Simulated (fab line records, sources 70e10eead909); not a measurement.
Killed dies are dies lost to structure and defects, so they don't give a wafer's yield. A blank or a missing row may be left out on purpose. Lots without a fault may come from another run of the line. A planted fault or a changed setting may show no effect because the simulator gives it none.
One fault seen from 2 desks | flow nand_harc | each desk has only its own numbers; what lay behind them comes last

THE DEFECT DESK
What the inspections along the route counted, lot by lot: means of the sampled wafers that have a number. A lot is out of limits, marked OUT, if its mean lies more than 4 standard deviations from the usual mean; the brackets give that distance.
Columns: A = raw_defect_count at NHARC_P_M1_INSPECT_27, usual 349
lot  | first seen here | A
L282 | day 6 22:14     | 551
L283 | day 7 03:35     | 328
L284 | day 7 22:09     | 434
L285 | day 8 00:02     | 367
L288 | day 9 04:41     | 371
L290 | day 10 10:18    | 271
L291 | day 10 18:46    | 307
L294 | day 11 15:43    | 325
L293 | day 11 16:38    | 348
L302 | day 15 04:19    | 659
L303 | day 15 12:58    | 329
L304 | day 15 19:14    | 258
This desk's finding: nothing out of limits on any of the 12 lots.

THE TOOL OWNER'S DESK: rie_diel-09
The tool's own readings at NHARC_P_M2_ETCH_35 (etches the open film in N2/H2, target depth 40 nm, overetch 12 nm, time 43.94 s): means of the sampled wafers that have a number, for each lot that ran on this tool. A lot is out of limits, marked OUT, if its mean lies more than 4 standard deviations from the usual mean; the brackets give that distance.
Columns: A = bias_w at NHARC_P_M2_ETCH_35, usual 150.0 W; B = drypump_motor_current_A at NHARC_P_M2_ETCH_35, usual 5.5 A; C = oes_product_au at NHARC_P_M2_ETCH_35, usual 0.996 a.u.; D = rf_vpp_V at NHARC_P_M2_ETCH_35, usual 430.2 V; E = showerhead_plenum_p_Torr at NHARC_P_M2_ETCH_35, usual 2.03 Torr; F = throttle_valve_pct at NHARC_P_M2_ETCH_35, usual 14.171 %
lot  | first seen here | A     | B   | C               | D     | E    | F
L285 | day 8 01:42     | 149.7 | 5.9 | 1.002           | 431.0 | 2.04 | 14.169
L288 | day 9 06:21     | 150.2 | 5.6 | 0.988           | 429.1 | 1.98 | 14.165
L290 | day 10 12:02    | 150.2 | 5.9 | 1.005           | 430.8 | 2.05 | 14.173
L291 | day 10 20:18    | 150.1 | 5.5 | 1.003           | 430.7 | 2.06 | 14.167
L294 | day 11 17:23    | 149.5 | 5.7 | 0.874 (-12) OUT | 432.7 | 2.11 | 14.171
L293 | day 11 18:10    | 149.6 | 5.7 | 0.875 (-12) OUT | 432.7 | 2.12 | 14.173
This desk's finding: out of limits on L293, L294; first on L294, day 11 17:23 (oes_product_au at NHARC_P_M2_ETCH_35). In limits: L285, L288, L290, L291.

PUT TOGETHER
The tool owner's desk could have raised an alarm at day 11 17:23, on L293, L294.
The defect desk saw nothing out of limits.
The defect desk has L293, L294 on record, within its limits.
Of the lots named, all ran NHARC_P_M2_ETCH_35 on rie_diel-09.

WHAT THE SIMULATOR HAD PUT IN
Process parameter drift: rie_diel-09, from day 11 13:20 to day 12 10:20, at NHARC_P_M2_ETCH_35. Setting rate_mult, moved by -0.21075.
Lots struck among those shown: L293, L294.
Hours from the fault's start to each desk's first reading out of limits: the tool owner's desk, 4.
